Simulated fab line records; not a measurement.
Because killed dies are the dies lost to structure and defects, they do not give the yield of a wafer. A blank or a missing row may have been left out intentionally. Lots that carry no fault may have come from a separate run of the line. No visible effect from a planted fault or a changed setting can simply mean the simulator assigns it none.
Split-lot trial / flow n5_finfet / 7 lots, 21 wafers read, on a route of 1938 steps

== ABOUT THE SPLIT ==
At N5_BEOL_M11_ILD_DEP_00 (deposits SiCOH lowk from DEMS/porogen, target thk 308.51 nm, time 58 s), the setting time_s was moved away from the recipe's 58 s on 9 of the 21 wafers read, by -10.3% to +14.6%. All remaining wafers had this setting at the recipe value.

== FROM SPLIT TO READING: 1 step shown by the file between the two ==
- N5_BEOL_M11_CURE_71: cures SiCOH lowk, time 240 s

== THE READING ==
M11_ILD_THK at N5_BEOL_M11_THK_MEAS_01, in nm. On this fab line, fault-free wafers typically give 269 nm with a standard deviation of 3.5 nm.

wafer=L076.1; tool, chamber at the split=pecvd-02, 1; time_s as run, s=58; against the recipe=recipe; M11_ILD_THK, nm=266; against lot-mates on the recipe=-
wafer=L076.4; tool, chamber at the split=pecvd-02, 1; time_s as run, s=58; against the recipe=recipe; M11_ILD_THK, nm=271; against lot-mates on the recipe=-
wafer=L076.6; tool, chamber at the split=pecvd-02, 2; time_s as run, s=58; against the recipe=recipe; M11_ILD_THK, nm=269; against lot-mates on the recipe=-
wafer=L079.1; tool, chamber at the split=pecvd-01, 0; time_s as run, s=66.44; against the recipe=+14.6%; M11_ILD_THK, nm=309; against lot-mates on the recipe=no lot-mate on the recipe
wafer=L079.3; tool, chamber at the split=pecvd-01, 2; time_s as run, s=66.44; against the recipe=+14.6%; M11_ILD_THK, nm=307; against lot-mates on the recipe=no lot-mate on the recipe
wafer=L079.6; tool, chamber at the split=pecvd-01, 1; time_s as run, s=66.44; against the recipe=+14.6%; M11_ILD_THK, nm=311; against lot-mates on the recipe=no lot-mate on the recipe
wafer=L080.1; tool, chamber at the split=pecvd-02, 0; time_s as run, s=58; against the recipe=recipe; M11_ILD_THK, nm=266; against lot-mates on the recipe=-
wafer=L080.3; tool, chamber at the split=pecvd-02, 2; time_s as run, s=58; against the recipe=recipe; M11_ILD_THK, nm=270; against lot-mates on the recipe=-
wafer=L080.4; tool, chamber at the split=pecvd-02, 0; time_s as run, s=58; against the recipe=recipe; M11_ILD_THK, nm=270; against lot-mates on the recipe=-
wafer=L082.2; tool, chamber at the split=pecvd-02, 1; time_s as run, s=58; against the recipe=recipe; M11_ILD_THK, nm=266; against lot-mates on the recipe=-
wafer=L082.3; tool, chamber at the split=pecvd-02, 0; time_s as run, s=62.71; against the recipe=+8.1%; M11_ILD_THK, nm=289; against lot-mates on the recipe=+23
wafer=L082.5; tool, chamber at the split=pecvd-02, 2; time_s as run, s=62.71; against the recipe=+8.1%; M11_ILD_THK, nm=291; against lot-mates on the recipe=+25
wafer=L086.2; tool, chamber at the split=pecvd-04, 1; time_s as run, s=58; against the recipe=recipe; M11_ILD_THK, nm=267; against lot-mates on the recipe=-
wafer=L086.3; tool, chamber at the split=pecvd-04, 2; time_s as run, s=58; against the recipe=recipe; M11_ILD_THK, nm=267; against lot-mates on the recipe=-
wafer=L086.5; tool, chamber at the split=pecvd-04, 0; time_s as run, s=58; against the recipe=recipe; M11_ILD_THK, nm=265; against lot-mates on the recipe=-
wafer=L089.2; tool, chamber at the split=pecvd-02, 1; time_s as run, s=64.62; against the recipe=+11.4%; M11_ILD_THK, nm=295; against lot-mates on the recipe=+28
wafer=L089.4; tool, chamber at the split=pecvd-02, 0; time_s as run, s=58; against the recipe=recipe; M11_ILD_THK, nm=267; against lot-mates on the recipe=-
wafer=L089.6; tool, chamber at the split=pecvd-02, 0; time_s as run, s=64.62; against the recipe=+11.4%; M11_ILD_THK, nm=300; against lot-mates on the recipe=+33
wafer=L090.1; tool, chamber at the split=pecvd-02, 0; time_s as run, s=52.01; against the recipe=-10.3%; M11_ILD_THK, nm=242; against lot-mates on the recipe=-32
wafer=L090.5; tool, chamber at the split=pecvd-02, 1; time_s as run, s=58; against the recipe=recipe; M11_ILD_THK, nm=274; against lot-mates on the recipe=-
wafer=L090.6; tool, chamber at the split=pecvd-02, 2; time_s as run, s=52.01; against the recipe=-10.3%; M11_ILD_THK, nm=244; against lot-mates on the recipe=-30

THE FIT
A straight line over all 21 wafers: M11_ILD_THK changes by +2.66 nm for each +1% of time_s; r = +0.99; the points scatter about the line by 2.6 nm.
The same after taking each lot's own level away (the mean of its wafers on the recipe; 18 wafers): +2.86 nm for each +1%; r = +0.99; scatter 1.9 nm.
The reading moves by 42 nm for the largest change in time_s, on that fit.
The lots' own levels span 266.0 to 274.0 nm, that is 2.3 times the standard deviation above.
Hence the lot-to-lot level has little effect on the slope; both slopes agree.
Check: with one of the wafers moved furthest among these (+11.4%) left out of the fit, the line predicts +33.7 nm for it against its lot-mates. Against them it came out at +28 nm.

== THE WHOLE CHAIN: every reading that the file lists as answering this split, in the file's order ==
step=N5_BEOL_M11_ILD_DEP_00; what it does=deposits SiCOH lowk from DEMS/porogen, target thk 308.51 nm, time 58 s; reading=SiCOH_lowk_of_BEOL_M11_ILD_DEP_00.thk_nm (the simulator's own value, which no gauge read); change (the file's fit)=+3.23 nm for each +1% of the setting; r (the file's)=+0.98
step=N5_BEOL_M11_CURE_71; what it does=cures SiCOH lowk, time 240 s; reading=SiCOH_lowk_of_BEOL_M11_ILD_DEP_00.thk_nm (the simulator's own value, which no gauge read); change (the file's fit)=+2.86 nm for each +1% of the setting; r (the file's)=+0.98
step=N5_BEOL_M11_THK_MEAS_01; what it does=; reading=M11_ILD_THK; change (the file's fit)=+2.88 for each +1% of the setting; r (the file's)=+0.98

== THE FILE'S OWN FIT ==
M11_ILD_THK changes by +2.88 nm for each +1% of time_s, r = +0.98.
